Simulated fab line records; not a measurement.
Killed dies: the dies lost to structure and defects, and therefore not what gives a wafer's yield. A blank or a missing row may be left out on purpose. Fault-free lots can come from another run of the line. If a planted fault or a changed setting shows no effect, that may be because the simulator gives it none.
Split-lot trial | flow n5Finfet | route with 1938 steps; 7 lots, 21 wafers read

ABOUT THE SPLIT
At N5_BEOL_M6_HM_DEP_02 (deposits TiN, target thk 20 nm), the setting targetThkA was moved away from the recipe's 200 angstrom on 8 of the 21 wafers read, by -13.4% to +12.9%. The other wafers ran this setting at the recipe's value.

FROM THE SPLIT TO THE READING: what the file shows between them, 8 steps
- N5_BEOL_M6_COAT_59: time 60 s, resist thk 100 nm
- N5_BEOL_M6_COAT_60: time 60 s, resist thk 35 nm
- N5_BEOL_M6_STRIP_68: strips in N2/H2
- N5_BEOL_M6_STRIP_67: strips in CF4
- N5_BEOL_M6_HM_OPEN_17: chemistry Cl2/BCl3, target TiN, target depth 20 nm, overetch 6 nm
- N5_BEOL_M6_STRIP_19: strips in O2
- N5_BEOL_M6_STRIP_76: strips in C4F6/O2
- N5_BEOL_M6_STRIP_36: strips in N2/H2

THE READING
TiN_of_BEOL_M6_HM_DEP_02.thkNm (the simulator's own value, which no gauge read), in nm, at N5_BEOL_M6_TRENCH_ETCH_37 (etches SiCOH lowk in C4F6/O2, target depth 94.435 nm, time 31.5 s). There is no usual value for it anywhere in the file. Average 17.3 nm, standard deviation 0.21 nm, over the 13 wafers here run with the recipe.

wafer  | tool, chamber at the split | targetThkA as run, angstrom | against the recipe | TiN_of_BEOL_M6_HM_DEP_02.thkNm, nm | against lot-mates on the recipe
L074.1 | pvdSputter-03, -           | 200                         | recipe             | 17.6                               | -
L074.4 | pvdSputter-03, -           | 200                         | recipe             | 17.4                               | -
L074.5 | pvdSputter-03, -           | 178.8                       | -10.6%             | 15.6                               | -1.9
L080.3 | pvdSputter-03, -           | 191.6                       | -4.2%              | 16.2                               | -1.0
L080.5 | pvdSputter-03, -           | 191.6                       | -4.2%              | 16.2                               | -1.0
L080.6 | pvdSputter-03, -           | 200                         | recipe             | 17.2                               | -
L083.1 | pvdSputter-01, -           | 200                         | recipe             | 17.2                               | -
L083.2 | pvdSputter-01, -           | 200                         | recipe             | 17.2                               | -
L083.6 | pvdSputter-01, -           | 191                         | -4.5%              | 16.6                               | -0.6
L081.1 | pvdSputter-02, -           | 200                         | recipe             | 17.4                               | -
L081.2 | pvdSputter-02, -           | 200                         | recipe             | 17                                 | -
L081.5 | pvdSputter-02, -           | 220.2                       | +10.1%             | 19.4                               | +2.2
L084.3 | pvdSputter-01, -           | 225.9                       | +12.9%             | 20.4                               | +2.8
L084.4 | pvdSputter-01, -           | 225.9                       | +12.9%             | 20.4                               | +2.8
L084.5 | pvdSputter-01, -           | 200                         | recipe             | 17.6                               | -
L090.3 | pvdSputter-01, -           | 173.2                       | -13.4%             | 14.6                               | -3.0
L090.4 | pvdSputter-01, -           | 200                         | recipe             | 17.4                               | -
L090.5 | pvdSputter-01, -           | 200                         | recipe             | 17.8                               | -
L097.1 | pvdSputter-01, -           | 200                         | recipe             | 17.2                               | -
L097.4 | pvdSputter-01, -           | 200                         | recipe             | 17.2                               | -
L097.6 | pvdSputter-01, -           | 200                         | recipe             | 17.2                               | -

THE FIT
A straight line over all 21 wafers: TiN_of_BEOL_M6_HM_DEP_02.thkNm changes by +0.214 nm for each +1% of targetThkA; r = +0.98; the points scatter about the line by 0.25 nm.
The same after taking each lot's own level away (the mean of its wafers on the recipe; 21 wafers): +0.212 nm for each +1%; r = +0.99; scatter 0.16 nm.
That fit puts the effect of the largest move of targetThkA on the reading at 2.8 nm.
Across the lots, their own levels run from 17.20 to 17.60 nm, a range of 1.9 times the standard deviation given above.
Hence the lot-to-lot level has little effect on the slope; both slopes agree.
Check: -2.74 nm against its lot-mates is what the line predicts for one of the wafers moved furthest among these (-13.4%) when that wafer is left out of the fit. It came out at -3 nm against them.

THE OTHER SPLITS THESE WAFERS WENT THROUGH
These wafers also went through other splits before the reading. Each is held against what the fit with the lots' levels taken away leaves over:
other split on the same wafers | wafers away from the commonest value | r with TiN_of_BEOL_M6_HM_DEP_02.thkNm (lot level and that fit taken away)
N5_BEOL_M3_EXPOSE_08 doseMj    | 5                                    | -0.04
N5_BEOL_M3_ETCH_64 timeS       | 8                                    | -0.05
N5_BEOL_M5_ETCH_62 sourceW     | 5                                    | -0.47
N5_BEOL_M5_COAT_66 spinRpm     | 5                                    | +0.23
N5_BEOL_M5_DEP_56 timeS        | 9                                    | -0.03

THE WHOLE CHAIN: every reading that the file lists as answering this split, in the file's order
step                      | what it does                                                      | reading                                                                         | change (the file's fit)               | r (the file's)
N5_BEOL_M6_HM_DEP_02      | deposits TiN, target thk 20 nm                                    | TiN_of_BEOL_M6_HM_DEP_02.thkNm (the simulator's own value, which no gauge read) | +0.201 nm for each +1% of the setting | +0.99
N5_BEOL_M6_HM_OPEN_17     | chemistry Cl2/BCl3, target TiN, target depth 20 nm, overetch 6 nm | etch.depthNm (the simulator's own value, which no gauge read)                   | +0.204 nm for each +1% of the setting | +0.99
N5_BEOL_M6_TRENCH_ETCH_37 | etches SiCOH lowk in C4F6/O2, target depth 94.435 nm, time 31.5 s | TiN_of_BEOL_M6_HM_DEP_02.thkNm (the simulator's own value, which no gauge read) | +0.21 nm for each +1% of the setting  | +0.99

THE FILE'S OWN FIT
TiN_of_BEOL_M6_HM_DEP_02.thkNm changes by +0.21 nm for each +1% of targetThkA, r = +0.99.
